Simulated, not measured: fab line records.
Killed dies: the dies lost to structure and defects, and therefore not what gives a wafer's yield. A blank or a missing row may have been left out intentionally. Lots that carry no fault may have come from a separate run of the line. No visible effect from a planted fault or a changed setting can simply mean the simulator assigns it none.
fab line records | flow nandHarc
record: lots: 6 | wafers: 18 | lastDay: 33
route steps=1302 shown P_GATE@164 END@1302
lots with no fault: from the same line, run without faults
startH: the number of hours between the record's first day and the start of the first shown wafer of the lot | waitH: time in hours since the lot's previous step | " as in the row above | L1.1+2: one row covering several wafers at once | - no value, or no start given | * or withheld: withheld | < > ~ a bound
route shown NAME@n: a module of which the file shows steps, and the number in the route of the first | usual: mean and standard deviation over wafers with no fault | same: alike in all rows | chamber/n: place in a boat | sites: the reading at each site | _std_site: standard deviation of those values | _edge_site: outer sites' mean less inner sites' | radiusMm: how far each site lies from the wafer's centre | mask NAME#n: copy n | behind: tool/chamber where the wafer was last shaped | hold: why the lot went on hold/how many hours it stayed there/how the hold came to an end | device: the n, p or np transistor that did not switch | end of line: the tests these same wafers got at the end of their route | a step with no rows: only its recipe | killed: dies that structure and defects cost at the first sort, which is not the same as the wafer's yield | map: per-die view of a wafer (x killed, . not killed, _ where there is no die)
set.NAME: the setting the step ran with; set.NAME@STEP: the setting that earlier step ran with | model.NAME: the simulator's own value behind a step, which no gauge read
a table for each step, a row for each wafer; lots at some steps of the route
services: a tool's chamber out of use, with start hour (startH, from the record's first day; less than 0 if before it), hours out, and reason
== steps ==
step: NHARC_P_GATE_COAT_40
recipe: spinRpm: 3000
step: NHARC_P_GATE_SOFTBAKE_41
recipe: tempC: 122 | timeS: 95
step: NHARC_P_GATE_EBR_42
step: NHARC_P_GATE_EXPOSE_43
recipe: na: 0.6 | targetCdNm: 720 | doseMj: 14.81 | maskId: P_NSD
step: NHARC_P_GATE_PEB_44
recipe: pebTempC: 118 | pebTimeS: 85
step: NHARC_P_GATE_DEVELOP_45
recipe: timeS: 70
step: NHARC_P_GATE_CD_MEAS_46
recipe: targetCdNm: 720 | landingEnergyEv: 500
usual: cdNm: 718.2/2.2
lot.wafer | tool     | chamber | startH | waitH | cdNm
L615.3    | cdSem-03 | 0       | 120.68 | -     | 715.9
L615.4    | "        | 0       | "      | "     | 716.4
L615.6    | "        | 0       | "      | "     | 716.7
L627.2    | cdSem-03 | 0       | 250.49 | -     | 716.5
L627.5    | "        | 0       | "      | "     | 714.7
L627.6    | "        | 0       | "      | "     | 722.0
L629.1    | cdSem-02 | 0       | 257.45 | -     | 722.1
L629.4    | "        | 0       | "      | "     | 718.2
L629.5    | "        | 0       | "      | "     | 716.8
L630.1    | cdSem-01 | 0       | 272.06 | -     | 716.4
L630.2    | "        | 0       | "      | "     | 715.6
L630.4    | "        | 0       | "      | "     | 717.4
L635.1    | cdSem-02 | 0       | 323.78 | -     | 719.6
L635.3    | "        | 0       | "      | "     | 722.3
L635.6    | "        | 0       | "      | "     | 719.1
L637.1    | cdSem-02 | 0       | 339.47 | -     | 715.8
L637.4    | "        | 0       | "      | "     | 716.8
L637.5    | "        | 0       | "      | "     | 720.5
step: NHARC_P_GATE_HARDBAKE_47
recipe: tempC: 125 | timeS: 80
step: NHARC_P_GATE_DESCUM_48
recipe: timeS: 3 | o2FlowSccm: 200 | arFlowSccm: 0 | biasPowerW: 0 | chemistry: O2
step: NHARC_P_GATE_IMPLANT_49
recipe: energyKev: 30 | doseCm2: 3e+15 | tiltDeg: 7
step: NHARC_P_GATE_STRIP_111
recipe: powerW: 1500 | tempC: 110 | timeS: 250 | chemistry: N2/H2
step: NHARC_P_GATE_STRIP_75
recipe: powerW: 1500 | tempC: 250 | chemistry: O2
usual: drypumpMotorCurrentA: 5.9/0.39 | heaterPowerW: 323/35 | rfReflPowerW: 19/4.5 | tempC: 249.99/0.18
lot.wafer | tool           | chamber | startH | waitH | drypumpMotorCurrentA | heaterPowerW | rfHoursCounterH | rfReflPowerW | tempC
L615.3    | plasmaAsher-01 | 1       | 121.54 | 0.2   | 5.6                  | 269          | -               | 20           | 249.86
L615.4    | "              | 0       | "      | "     | 5.9                  | 341          | -               | 14           | 250.22
L615.6    | "              | 1       | "      | "     | 5.6                  | 266          | -               | 19           | 249.81
L627.2    | plasmaAsher-01 | 1       | 251.53 | 0.2   | 5.6                  | 274          | 16              | 19           | 249.98
L627.6    | "              | 0       | "      | "     | 5.9                  | 332          | -               | 14           | 250.08
L627.5    | "              | 1       | "      | "     | 5.6                  | 282          | -               | 19           | 250.05
L629.1    | plasmaAsher-01 | 0       | 258.28 | 0.3   | 5.9                  | 340          | 19              | 14           | 250.09
L629.4    | "              | 1       | "      | "     | 5.6                  | 290          | -               | 20           | 249.97
L629.5    | "              | 0       | "      | "     | 6.0                  | 341          | -               | 15           | 249.94
L630.2    | plasmaAsher-01 | 0       | 272.90 | 0.3   | 5.9                  | 344          | 21              | 14           | 249.91
L630.1    | "              | 1       | "      | "     | 5.6                  | 280          | 21              | 20           | 250.00
L630.4    | "              | 0       | "      | "     | 6.0                  | 335          | -               | 15           | 250.02
L635.1    | plasmaAsher-02 | 1       | 324.62 | 0.2   | 5.5                  | 304          | 14              | 17           | 250.02
L635.3    | "              | 0       | "      | "     | 6.6                  | 381          | -               | 27           | 249.91
L635.6    | "              | 1       | "      | "     | 5.5                  | 304          | -               | 15           | 249.93
L637.1    | plasmaAsher-01 | 1       | 340.31 | 0.2   | 5.6                  | 282          | 34              | 20           | 250.34
L637.4    | "              | 0       | "      | "     | 5.9                  | 333          | -               | 15           | 250.26
L637.5    | "              | 1       | "      | "     | 5.6                  | 288          | -               | 21           | 250.06
step: NHARC_P_GATE_STRIP_50
recipe: timeS: 900 | tempC: 130 | chemistry: SPM
usual: bathGuardTempC: 130.0/0.59 | tempC: 129.98/0.14
lot.wafer | tool        | chamber | startH | waitH | bathGuardTempC | tempC
L615.6    | wetBench-01 | 4       | 121.66 | 0.1   | 129.4          | 130.29
L615.3    | "           | 6       | "      | "     | 129.8          | 129.89
L615.4    | "           | 1       | "      | "     | 130.4          | 130.10
L627.6    | wetBench-01 | 6       | 251.68 | 0.1   | 129.3          | 130.18
L627.2    | "           | 7       | "      | "     | 129.4          | 129.78
L627.5    | "           | 0       | "      | "     | 130.1          | 129.82
L629.4    | wetBench-03 | 6       | 258.43 | 0.1   | 131.2          | 130.14
L629.5    | "           | 0       | "      | "     | 130.1          | 130.05
L629.1    | "           | 1       | "      | "     | 130.2          | 129.93
L630.4    | wetBench-03 | 6       | 273.06 | 0.1   | 131.4          | 129.77
L630.1    | "           | 7       | "      | "     | 130.4          | 129.97
L630.2    | "           | 1       | "      | "     | 130.1          | 130.06
L635.3    | wetBench-07 | 5       | 324.79 | 0.1   | 130.9          | 129.93
L635.1    | "           | 6       | "      | "     | 129.4          | 129.94
L635.6    | "           | 7       | "      | "     | 130.3          | 129.74
L637.5    | wetBench-03 | 3       | 340.44 | 0.1   | 130.4          | 130.01
L637.4    | "           | 7       | "      | "     | 130.6          | 129.74
L637.1    | "           | 0       | "      | "     | 129.7          | 130.00
step: NHARC_P_GATE_DEHYDRATE_51
recipe: tempC: 150 | timeS: 120
step: NHARC_P_GATE_HMDS_52
recipe: timeS: 30
step: NHARC_P_GATE_COAT_53
recipe: spinRpm: 3000
step: NHARC_P_GATE_SOFTBAKE_54
recipe: tempC: 122 | timeS: 95
step: NHARC_P_GATE_EBR_55
step: NHARC_P_GATE_EXPOSE_56
recipe: na: 0.6 | targetCdNm: 720 | doseMj: 14.81 | maskId: P_PSD
step: NHARC_P_GATE_PEB_57
recipe: pebTempC: 118 | pebTimeS: 85
step: NHARC_P_GATE_DEVELOP_58
recipe: timeS: 70
step: NHARC_P_GATE_CD_MEAS_59
recipe: targetCdNm: 720 | landingEnergyEv: 500
usual: cdNm: 720.7/2.2
lot.wafer | tool     | chamber | startH | waitH | cdNm
L615.3    | cdSem-03 | 0       | 122.32 | -     | 720.4
L615.4    | "        | 0       | "      | "     | 722.5
L615.6    | "        | 0       | "      | "     | 718.3
L627.2    | cdSem-01 | 0       | 252.32 | -     | 721.5
L627.5    | "        | 0       | "      | "     | 719.5
L627.6    | "        | 0       | "      | "     | 719.6
L629.1    | cdSem-03 | 0       | 259.09 | -     | 718.1
L629.4    | "        | 0       | "      | "     | 719.4
L629.5    | "        | 0       | "      | "     | 720.1
L630.1    | cdSem-01 | 0       | 273.82 | -     | 724.9
L630.2    | "        | 0       | "      | "     | 720.8
L630.4    | "        | 0       | "      | "     | 723.1
L635.1    | cdSem-03 | 0       | 325.54 | -     | 718.3
L635.3    | "        | 0       | "      | "     | 719.9
L635.6    | "        | 0       | "      | "     | 718.1
L637.1    | cdSem-03 | 0       | 341.09 | -     | 720.1
L637.4    | "        | 0       | "      | "     | 718.9
L637.5    | "        | 0       | "      | "     | 724.6
step: NHARC_P_GATE_HARDBAKE_60
recipe: tempC: 125 | timeS: 80
step: NHARC_P_GATE_DESCUM_61
recipe: timeS: 3 | o2FlowSccm: 200 | arFlowSccm: 0 | biasPowerW: 0 | chemistry: O2
usual: drypumpMotorCurrentA: 5.6/0.39 | oesProductAu: 0.998/0.012 | rfVppV: 57.7/0.84 | showerheadPlenumPTorr: 1.91/0.094 | throttleValvePct: 11.311/0.0082
lot.wafer | tool       | chamber | startH | waitH | drypumpMotorCurrentA | oesProductAu | rfHoursCounterH | rfVppV | showerheadPlenumPTorr | throttleValvePct
L615.4    | rieDiel-04 | 1       | 122.50 | -     | 5.0                  | 1.022        | 6.3             | 58.5   | 1.93                  | 11.327
L615.3    | "          | 2       | "      | "     | 5.8                  | 1.000        | 6.2             | 58.0   | 2.05                  | 11.316
L615.6    | "          | 0       | "      | "     | 5.4                  | 1.016        | -               | 58.5   | 1.84                  | 11.296
L627.2    | rieDiel-01 | 2       | 252.51 | -     | 5.7                  | 1.003        | 2.2             | 56.7   | 2.04                  | 11.312
L627.5    | "          | 0       | "      | "     | 6.4                  | 0.998        | -               | 57.3   | 1.83                  | 11.309
L627.6    | "          | 1       | "      | "     | 6.0                  | 0.996        | -               | 57.5   | 2.00                  | 11.323
L629.4    | rieDiel-04 | 1       | 259.26 | -     | 5.0                  | 0.992        | 3.9             | 58.3   | 1.93                  | 11.308
L629.1    | "          | 2       | "      | "     | 5.8                  | 0.995        | 3.1             | 58.5   | 2.05                  | 11.303
L629.5    | "          | 1       | "      | "     | 5.0                  | 0.996        | -               | 57.4   | 1.93                  | 11.300
L630.4    | rieDiel-04 | 1       | 273.98 | -     | 5.0                  | 1.006        | 4.3             | 58.8   | 1.93                  | 11.309
L630.1    | "          | 2       | "      | "     | 5.8                  | 1.006        | 3.4             | 59.2   | 2.05                  | 11.321
L630.2    | "          | 3       | "      | "     | 5.2                  | 0.986        | 4.2             | 58.1   | 1.79                  | 11.308
L635.1    | rieDiel-01 | 0       | 325.70 | -     | 6.4                  | 1.002        | 7.6             | 57.1   | 1.83                  | 11.311
L635.3    | "          | 3       | "      | "     | 5.8                  | 1.017        | 7.3             | 57.2   | 1.90                  | 11.307
L635.6    | "          | 0       | "      | "     | 6.4                  | 0.993        | -               | 57.8   | 1.83                  | 11.311
L637.4    | rieDiel-04 | 1       | 341.49 | -     | 5.0                  | 1.013        | 9.5             | 57.2   | 1.93                  | 11.311
L637.1    | "          | 3       | "      | "     | 5.3                  | 0.997        | 8.8             | 57.5   | 1.79                  | 11.296
L637.5    | "          | 1       | "      | "     | 5.0                  | 1.018        | -               | 58.0   | 1.93                  | 11.308
step: NHARC_P_GATE_IMPLANT_62
recipe: energyKev: 20 | doseCm2: 3e+15 | tiltDeg: 7
step: NHARC_P_GATE_STRIP_112
recipe: powerW: 1500 | tempC: 110 | timeS: 200 | chemistry: N2/H2
usual: drypumpMotorCurrentA: 5.9/0.4 | heaterPowerW: 87/9.3 | rfReflPowerW: 20/4.5 | tempC: 110.02/0.13
lot.wafer | tool           | chamber | startH | waitH | drypumpMotorCurrentA | heaterPowerW | rfHoursCounterH | rfReflPowerW | tempC
L615.4    | plasmaAsher-01 | 1       | 122.93 | 0.2   | 5.6                  | 71           | -               | 18           | 109.94
L615.3    | "              | 0       | "      | "     | 6.0                  | 90           | -               | 14           | 110.07
L615.6    | "              | 1       | "      | "     | 5.6                  | 73           | -               | 20           | 109.86
L627.2    | plasmaAsher-01 | 1       | 253.28 | 0.6   | 5.6                  | 76           | 16              | 19           | 110.21
L627.5    | "              | 0       | "      | "     | 5.9                  | 90           | -               | 15           | 110.17
L627.6    | "              | 1       | "      | "     | 5.6                  | 76           | -               | 20           | 110.07
L629.1    | plasmaAsher-01 | 0       | 259.66 | 0.2   | 5.9                  | 90           | 19              | 15           | 110.11
L629.4    | "              | 1       | "      | "     | 5.6                  | 75           | -               | 22           | 109.99
L629.5    | "              | 1       | "      | "     | 5.6                  | 75           | -               | 21           | 110.16
L630.1    | plasmaAsher-01 | 1       | 274.34 | 0.2   | 5.6                  | 76           | 21              | 18           | 110.08
L630.2    | "              | 0       | "      | "     | 6.0                  | 92           | 21              | 15           | 109.74
L630.4    | "              | 1       | "      | "     | 5.6                  | 76           | -               | 18           | 110.28
L635.1    | plasmaAsher-02 | 0       | 326.12 | 0.2   | 6.5                  | 104          | 14              | 26           | 109.93
L635.3    | "              | 0       | "      | "     | 6.5                  | 103          | -               | 26           | 110.18
L635.6    | "              | 1       | "      | "     | 5.5                  | 80           | -               | 17           | 110.13
L637.1    | plasmaAsher-02 | 0       | 341.90 | 0.2   | 6.5                  | 103          | 18              | 26           | 109.89
L637.4    | "              | 0       | "      | "     | 6.5                  | 101          | -               | 26           | 110.01
L637.5    | "              | 0       | "      | "     | 6.5                  | 103          | -               | 26           | 109.95
step: NHARC_P_GATE_STRIP_76
recipe: powerW: 1500 | tempC: 250 | chemistry: O2
step: NHARC_P_GATE_STRIP_63
recipe: timeS: 900 | tempC: 130 | chemistry: SPM
step: NHARC_P_GATE_DEHYDRATE_83
recipe: tempC: 150 | timeS: 120
step: NHARC_P_GATE_HMDS_84
recipe: timeS: 30
step: NHARC_P_GATE_COAT_85
recipe: spinRpm: 3000
step: NHARC_P_GATE_SOFTBAKE_86
recipe: tempC: 122 | timeS: 95
step: NHARC_P_GATE_EBR_87
step: NHARC_P_GATE_EXPOSE_88
recipe: na: 0.6 | targetCdNm: 2000 | doseMj: 11.87 | maskId: P_HVN
step: NHARC_P_GATE_PEB_89
recipe: pebTempC: 118 | pebTimeS: 85
step: NHARC_P_GATE_DEVELOP_90
recipe: timeS: 70
step: NHARC_P_GATE_CD_MEAS_91
recipe: targetCdNm: 2000 | landingEnergyEv: 500
usual: cdNm: 1999.7/2.9
lot.wafer | tool     | chamber | startH | waitH | cdNm
L615.3    | cdSem-02 | 0       | 123.91 | -     | 2001.8
L615.4    | "        | 0       | "      | "     | 2002.5
L615.6    | "        | 0       | "      | "     | 1999.3
L627.2    | cdSem-02 | 0       | 254.42 | -     | 2001.9
L627.5    | "        | 0       | "      | "     | 1998.0
L627.6    | "        | 0       | "      | "     | 1999.5
L629.1    | cdSem-02 | 0       | 260.80 | -     | 2001.7
L629.4    | "        | 0       | "      | "     | 2002.6
L629.5    | "        | 0       | "      | "     | 1996.9
L630.1    | cdSem-02 | 0       | 275.52 | -     | 2000.4
L630.2    | "        | 0       | "      | "     | 1998.2
L630.4    | "        | 0       | "      | "     | 1997.7
L635.1    | cdSem-03 | 0       | 327.25 | -     | 1995.0
L635.3    | "        | 0       | "      | "     | 1997.3
L635.6    | "        | 0       | "      | "     | 1994.6
L637.1    | cdSem-01 | 0       | 343.05 | -     | 2002.3
L637.4    | "        | 0       | "      | "     | 2003.2
L637.5    | "        | 0       | "      | "     | 2001.7
step: NHARC_P_GATE_HARDBAKE_92
recipe: tempC: 125 | timeS: 80
step: NHARC_P_GATE_DESCUM_93
recipe: timeS: 3 | o2FlowSccm: 200 | arFlowSccm: 0 | biasPowerW: 0 | chemistry: O2
usual: drypumpMotorCurrentA: 5.8/0.36 | oesProductAu: 1.001/0.012 | rfVppV: 58.0/0.94 | showerheadPlenumPTorr: 1.94/0.083 | throttleValvePct: 11.310/0.0089
lot.wafer | tool       | chamber | startH | waitH | drypumpMotorCurrentA | oesProductAu | rfHoursCounterH | rfVppV | showerheadPlenumPTorr | throttleValvePct
L615.3    | rieDiel-04 | 2       | 124.06 | -     | 5.8                  | 0.994        | 6               | 58.8   | 2.05                  | 11.316
L615.4    | "          | 0       | "      | "     | 5.4                  | 1.002        | 7               | 57.6   | 1.84                  | 11.315
L615.6    | "          | 2       | "      | "     | 5.8                  | 1.000        | -               | 57.8   | 2.05                  | 11.317
L627.2    | rieDiel-01 | 3       | 254.61 | -     | 5.9                  | 0.992        | 3               | 57.0   | 1.90                  | 11.313
L627.5    | "          | 0       | "      | "     | 6.4                  | 0.998        | -               | 56.5   | 1.83                  | 11.313
L627.6    | "          | 1       | "      | "     | 6.0                  | 1.007        | -               | 58.1   | 2.00                  | 11.306
L629.4    | rieDiel-01 | 3       | 260.96 | -     | 5.9                  | 0.997        | 4               | 59.3   | 1.90                  | 11.313
L629.1    | "          | 0       | "      | "     | 6.4                  | 0.997        | 4               | 57.0   | 1.83                  | 11.315
L629.5    | "          | 0       | "      | "     | 6.4                  | 0.997        | -               | 58.8   | 1.83                  | 11.294
L630.2    | rieDiel-11 | 2       | 275.68 | -     | 5.9                  | 1.002        | 0               | 58.8   | 1.95                  | 11.321
L630.1    | "          | 1       | "      | "     | 5.6                  | 1.032        | 0               | 56.6   | 2.04                  | 11.308
L630.4    | "          | 1       | "      | "     | 5.6                  | 1.025        | -               | 58.4   | 2.04                  | 11.306
L635.1    | rieDiel-11 | 2       | 327.43 | -     | 5.9                  | 1.004        | 2               | 58.3   | 1.95                  | 11.335
L635.3    | "          | 0       | "      | "     | 6.1                  | 1.016        | 2               | 57.4   | 1.96                  | 11.298
L635.6    | "          | 0       | "      | "     | 6.1                  | 1.015        | -               | 58.3   | 1.96                  | 11.315
L637.4    | rieDiel-04 | 1       | 343.22 | -     | 5.0                  | 1.003        | 10              | 59.5   | 1.93                  | 11.299
L637.1    | "          | 2       | "      | "     | 5.8                  | 1.000        | 8               | 58.9   | 2.04                  | 11.301
L637.5    | "          | 1       | "      | "     | 5.0                  | 1.010        | -               | 59.5   | 1.93                  | 11.304
step: NHARC_P_GATE_IMPLANT_94
recipe: energyKev: 60 | doseCm2: 2e+15 | tiltDeg: 7
step: NHARC_P_GATE_STRIP_113
recipe: powerW: 1500 | tempC: 110 | timeS: 740 | chemistry: N2/H2
usual: drypumpMotorCurrentA: 5.9/0.37 | heaterPowerW: 86/10 | rfReflPowerW: 19/4.3 | tempC: 109.99/0.12
lot.wafer | tool           | chamber | startH | waitH | drypumpMotorCurrentA | heaterPowerW | rfHoursCounterH | rfReflPowerW | tempC
L615.3    | plasmaAsher-01 | 1       | 124.67 | 0.4   | 5.6                  | 72           | -               | 21           | 109.83
L615.4    | "              | 0       | "      | "     | 5.9                  | 91           | -               | 15           | 110.13
L615.6    | "              | 0       | "      | "     | 5.9                  | 90           | -               | 15           | 110.12
L627.2    | plasmaAsher-01 | 1       | 255.27 | 0.5   | 5.6                  | 76           | 18              | 20           | 109.97
L627.5    | "              | 1       | "      | "     | 5.6                  | 76           | -               | 20           | 109.94
L627.6    | "              | 0       | "      | "     | 6.0                  | 92           | -               | 15           | 109.82
L629.1    | plasmaAsher-02 | 0       | 261.33 | 0.2   | 6.5                  | 102          | 1               | 26           | 109.87
L629.4    | "              | 0       | "      | "     | 6.5                  | 105          | -               | 26           | 110.20
L629.5    | "              | 1       | "      | "     | 5.5                  | 80           | -               | 16           | 110.14
L630.1    | plasmaAsher-01 | 0       | 276.07 | 0.2   | 5.9                  | 89           | 22              | 15           | 109.84
L630.2    | "              | 1       | "      | "     | 5.6                  | 78           | 22              | 19           | 109.91
L630.4    | "              | 1       | "      | "     | 5.6                  | 74           | -               | 20           | 109.79
L635.1    | plasmaAsher-02 | 1       | 327.81 | 0.2   | 5.5                  | 83           | 15              | 17           | 109.97
L635.3    | "              | 1       | "      | "     | 5.5                  | 79           | -               | 16           | 110.09
L635.6    | "              | 0       | "      | "     | 6.5                  | 102          | -               | 26           | 110.25
L637.1    | plasmaAsher-02 | 0       | 343.75 | 0.4   | 6.5                  | 105          | 19              | 27           | 110.04
L637.4    | "              | 1       | "      | "     | 5.5                  | 81           | -               | 17           | 110.00
L637.5    | "              | 0       | "      | "     | 6.5                  | 106          | -               | 27           | 109.84
step: NHARC_P_GATE_STRIP_95
recipe: powerW: 1500 | tempC: 250 | chemistry: O2
step: NHARC_P_GATE_INSPECT_68
usual: rawDefectCount: 224/84
lot.wafer | tool             | chamber | startH | waitH | rawDefectCount
L615.3    | defectInspect-01 | -       | 126.97 | 0.1   | 355
L615.4    | "                | -       | "      | "     | 394
L615.6    | "                | -       | "      | "     | 254
L627.2    | defectInspect-01 | -       | 257.82 | 0.1   | 202
L627.5    | "                | -       | "      | "     | 115
L627.6    | "                | -       | "      | "     | 191
L629.1    | defectInspect-01 | -       | 263.86 | 0.2   | 202
L629.4    | "                | -       | "      | "     | 1055
L629.5    | "                | -       | "      | "     | 220
L630.1    | defectInspect-01 | -       | 278.61 | 0.2   | 173
L630.2    | "                | -       | "      | "     | 210
L630.4    | "                | -       | "      | "     | 936
L635.1    | defectInspect-02 | -       | 330.42 | 0.2   | 392
L635.3    | "                | -       | "      | "     | 256
L635.6    | "                | -       | "      | "     | 232
L637.1    | defectInspect-02 | -       | 348.13 | 0.2   | 336
L637.4    | "                | -       | "      | "     | 282
L637.5    | "                | -       | "      | "     | 267
step: NHARC_END_SORT_01
recipe: tempC: 25
usual: killedAtArray: 52/18 | killedAtOther: 1.0/1.4 | killedAtPeriphery: 3.1/2.3 | killedDies: 56/17 | killedOpen: 3.0/1.7 | killedShort: 2.5/1.7
same: grossDies: 677
lot.wafer | tool      | chamber | startH | waitH | killedAtArray | killedAtOther | killedAtPeriphery | killedDies | killedOpen | killedShort
L629.4    | prober-02 | 0       | 712.23 | 3.4   | 65            | 1             | 102               | 168        | 4          | 0
L630.4    | prober-02 | 0       | 720.05 | 3.4   | 36            | 2             | 104               | 142        | 2          | 1
killed by level:class
L629.4 P_GATE:unspecified=101 A_CHANNEL_HOLE_D1:chamberFilmFlake=24 A_SLIT:chamberFilmFlake=22 A_CHANNEL_HOLE_D2:chamberFilmFlake=11 A_WL_FILL:chamberFilmFlake=4 P_M1:geometricParticle:open=1 A_DECK1_JOINT:geometricParticle:open=1 A_WL_FILL:geometricParticle:open=1
L630.4 P_GATE:unspecified=93 A_CHANNEL_HOLE_D2:chamberFilmFlake=16 A_CHANNEL_HOLE_D1:chamberFilmFlake=12 P_GATE:chamberFilmFlake=5 A_CONTACT:chamberFilmFlake=4 P_BONDPAD:chamberFilmFlake=4 A_M0:chamberFilmFlake=2 THIN_TSV:chamberFilmFlake=2
map L629.4 (x killed, . not)
____________.____________
_________......._________
_______..........._______
______.............______
_____..............._____
____....xx.x.........____
____..xx.xx..........____
___..xxxxxxxx.........___
___..xxxxxx...........___
__..xxxxxxxxxx.........__
__...xxxxxxxxx.........__
_....xxxxxxxxx.........._
_...xxxxxxxxxxx........._
_....xxxxxxxxx.........._
_....xxxxxxxxx.........._
_....xxxxxxxxx.........._
.....x.xxxxxx.x..........
......xxxxx..............
........x.xx.x...........
............x............
.............x...........
_......................._
_...............x......._
_.......x......x........_
_.......x...x..........._
_......x..xx............_
__.....xxxxxx..........__
__.......xxxx..........__
___.....xxxxx.x.......___
___.....xxx.x.........___
____....xxxxxx.x.....____
____.....xxxxx....x..____
_____..xxxxxx.x....._____
______...xxxxx.....______
_______...xxxxx..._______
_________.x.xx.._________
____________x____________
map L630.4 (x killed, . not)
____________.____________
_________......._________
_______..........._______
______......x.....x______
_____..............._____
____.....x...x.......____
____...x.xxx.........____
___....xxxxx..........___
___...xxxxxxx.........___
__...xxxxxxxx..........__
__...xxxxxxxx..........__
_....xxxxxxxx..........._
_.....xxxxxxxx.........._
_...xxxxxxxxxxxx........_
_....xxxxxxxxx.........._
_...xxxxxxxxx..........._
.....xxxxxxxx............
......xxxxxx..x..x.......
......x.xxx..............
.........................
.........................
_...xx..x..............._
_....x.................._
_......................._
_......................._
_......................._
__x.x..................__
__........x...........x__
___..x...x...........x___
___..........x........___
____........x.xxx.x..____
____.....x..xxx.xx...____
_____....x.xxx.x..x._____
______......x.xxx..______
_______.....xxx.xx_______
_________....x.x_________
____________.____________
== services ==
tool           | chamber | startH | hours | kind
rieDiel-01     | 0       | 98.42  | 22.5  | repair
wetBench-01    | -       | 101.60 | 8.0   | pm
rieDiel-04     | 3       | 113.60 | 2.4   | repair
rieDiel-04     | 1       | 126.25 | 39.3  | repair
rieDiel-11     | 1       | 155.33 | 12.0  | repair
wetBench-07    | -       | 160.00 | 8.0   | pm
plasmaAsher-01 | -       | 165.18 | 9.0   | pm
plasmaAsher-01 | 0       | 165.18 | 9.0   | ventCycle
rieDiel-04     | -       | 177.90 | 9.0   | pm
plasmaAsher-01 | -       | 201.69 | 5.4   | repair
rieDiel-01     | -       | 203.80 | 9.0   | pm
wetBench-03    | -       | 210.44 | 8.0   | pm
rieDiel-11     | 1       | 230.55 | 4.0   | repair
rieDiel-11     | -       | 234.75 | 0.2   | repair
plasmaAsher-02 | -       | 249.28 | 9.0   | pm
rieDiel-11     | -       | 255.50 | 9.0   | pm
rieDiel-11     | 0       | 269.67 | 9.7   | repair
wetBench-01    | -       | 277.60 | 8.0   | pm
plasmaAsher-01 | -       | 297.08 | 2.4   | repair
rieDiel-11     | -       | 311.39 | 0.4   | repair
rieDiel-11     | 3       | 322.31 | 9.8   | repair
rieDiel-01     | 1       | 326.90 | 7.0   | repair
wetBench-07    | -       | 336.00 | 8.0   | pm
plasmaAsher-01 | -       | 342.28 | 9.0   | pm
== key ==
firstSign: step: NHARC_P_GATE_INSPECT_68 | reading: rawDefectCount | direction: up | sigmas: 9.2 | usual: 224 | struck: 996
effect: step: NHARC_END_SORT_01 | reading: killedAtPeriphery | direction: up | sigmas: 43 | usual: 3.1 | struck: 103
moreKillsBornAt: NHARC_P_GATE_STRIP_50@wetBench-03: 194
metAt NHARC_P_GATE_STRIP_50
struckWafers L629.4,L630.4
testerLeftOut L629,L630
fault: kind: chamberParticleSource | tool: wetBench-03 | chamber: 6 | onsetH: 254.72 | steps: NHARC_P_GATE_STRIP_50 | ratePerVisitCm2: 1.0775 | endH: 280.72
testerLeftOut: of these lots the tester's yield and bins aren't shown, on N5 and GAA mostly nor the transistor test; their killed dies are dies lost to structure and defects alone, not to doping, threshold or leakage, so they don't give the yield
